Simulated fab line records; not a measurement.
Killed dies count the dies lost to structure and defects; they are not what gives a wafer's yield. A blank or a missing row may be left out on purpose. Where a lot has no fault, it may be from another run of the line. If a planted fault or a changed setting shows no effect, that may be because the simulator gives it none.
Matching of chambers || flow nand harc || NHARC_A_STAIRCASE_TRIM_187 on rie diel-04: 4 sister chambers
The step chemistry O2, time 211.2 s. 8 wafers are shown with their chamber, then 9 later ones without.

## EACH WAFER AND ITS CHAMBER
{"wafer": "L077.5", "chamber": 2, "drypump motor current A (A)": 5.6, "showerhead plenum p Torr (Torr)": 3.32}
{"wafer": "L082.4", "chamber": 3, "drypump motor current A (A)": 6.2, "showerhead plenum p Torr (Torr)": 3.55}
{"wafer": "L082.5", "chamber": 2, "drypump motor current A (A)": 5.6, "showerhead plenum p Torr (Torr)": 3.31}
{"wafer": "L085.5", "chamber": 0, "drypump motor current A (A)": 6.2, "showerhead plenum p Torr (Torr)": 3.79}
{"wafer": "L085.6", "chamber": 3, "drypump motor current A (A)": 6.2, "showerhead plenum p Torr (Torr)": 3.55}
{"wafer": "L092.1", "chamber": 0, "drypump motor current A (A)": 6.2, "showerhead plenum p Torr (Torr)": 3.78}
{"wafer": "L092.3", "chamber": 1, "drypump motor current A (A)": 6.0, "showerhead plenum p Torr (Torr)": 3.47}
{"wafer": "L092.6", "chamber": 1, "drypump motor current A (A)": 5.9, "showerhead plenum p Torr (Torr)": 3.47}

## WAFERS WITHOUT THEIR CHAMBER
{"wafer": "L093.3", "drypump motor current A (A)": 6.2, "showerhead plenum p Torr (Torr)": 3.78}
{"wafer": "L093.4", "drypump motor current A (A)": 6.2, "showerhead plenum p Torr (Torr)": 3.53}
{"wafer": "L093.5", "drypump motor current A (A)": 6.2, "showerhead plenum p Torr (Torr)": 3.78}
{"wafer": "L094.1", "drypump motor current A (A)": 6.2, "showerhead plenum p Torr (Torr)": 3.77}
{"wafer": "L094.2", "drypump motor current A (A)": 6.0, "showerhead plenum p Torr (Torr)": 3.46}
{"wafer": "L094.5", "drypump motor current A (A)": 6.2, "showerhead plenum p Torr (Torr)": 3.77}
{"wafer": "L095.2", "drypump motor current A (A)": 5.9, "showerhead plenum p Torr (Torr)": 3.46}
{"wafer": "L095.3", "drypump motor current A (A)": 6.2, "showerhead plenum p Torr (Torr)": 3.77}
{"wafer": "L095.5", "drypump motor current A (A)": 6.1, "showerhead plenum p Torr (Torr)": 3.53}

## THE CHAMBER EACH PASSED THROUGH
{"wafer": "L093.3", "from the rows above": 0, "in truth": 0}
{"wafer": "L093.4", "from the rows above": 3, "in truth": 3}
{"wafer": "L093.5", "from the rows above": 0, "in truth": 0}
{"wafer": "L094.1", "from the rows above": 0, "in truth": 0}
{"wafer": "L094.2", "from the rows above": 1, "in truth": 1}
{"wafer": "L094.5", "from the rows above": 0, "in truth": 0}
{"wafer": "L095.2", "from the rows above": 1, "in truth": 1}
{"wafer": "L095.3", "from the rows above": 0, "in truth": 0}
{"wafer": "L095.5", "from the rows above": 3, "in truth": 3}
9 of 9 placed correctly. From these rows, 0 cannot be placed. 0 placed wrongly.
How it was worked out, from the rows above alone: a wafer's distance from a chamber is the root of the sum, over the readings, of the square of ((its reading less the chamber's mean) divided by the reading's scatter). The wafer belongs to the nearest chamber; if the next one is less than 2 further off, it can't be placed. A chamber's mean is the mean of its shown wafers. The scatter: take each reading less its chamber's mean, square it, sum over the shown wafers, divide by the number of wafers less the number of chambers, and take the root.
